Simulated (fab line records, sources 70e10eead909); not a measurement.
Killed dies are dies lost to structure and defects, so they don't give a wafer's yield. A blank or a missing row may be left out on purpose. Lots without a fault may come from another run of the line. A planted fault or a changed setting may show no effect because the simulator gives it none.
Chamber matching | flow nand_harc | NHARC_P_M2_PRE_CLEAN_32 on pecvd-03: 3 sister chambers
The step time 12 s. 3 wafers are shown with their chamber, then 8 later ones without.

WAFERS WITH THEIR CHAMBER
wafer  | chamber | heater_power_w (W)
L083.6 | 1       | 738
L086.4 | 0       | 532
L088.2 | 2       | 606

WAFERS WITHOUT THEIR CHAMBER
wafer  | heater_power_w (W)
L088.5 | 716
L088.6 | 618
L089.1 | 543
L089.4 | 762
L089.5 | 549
L093.1 | 569
L093.2 | 529
L093.3 | 749

WHICH CHAMBER EACH WENT THROUGH
wafer  | from the rows above     | in truth
L088.5 | 1                       | 1
L088.6 | 2                       | 2
L089.1 | 0                       | 0
L089.4 | 1                       | 1
L089.5 | 0                       | 0
L093.1 | can't be placed: 0 or 2 | 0
L093.2 | 0                       | 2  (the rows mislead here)
L093.3 | 1                       | 1
Placed correctly: 6 of 8. Can't be placed from these rows: 1 (the true chamber is among the candidates in 1). Placed wrongly: 1.
How it was worked out, from the rows above alone: a wafer's distance from a chamber is the root of the sum, over the readings, of the square of ((its reading less the chamber's mean) divided by the reading's scatter). The wafer belongs to the nearest chamber; if the next one is less than 2 further off, it can't be placed. A chamber's mean is the mean of its shown wafers. The scatter: with one shown wafer a chamber, the root of the mean of the squares of how far each hidden wafer lies from its nearest shown one.
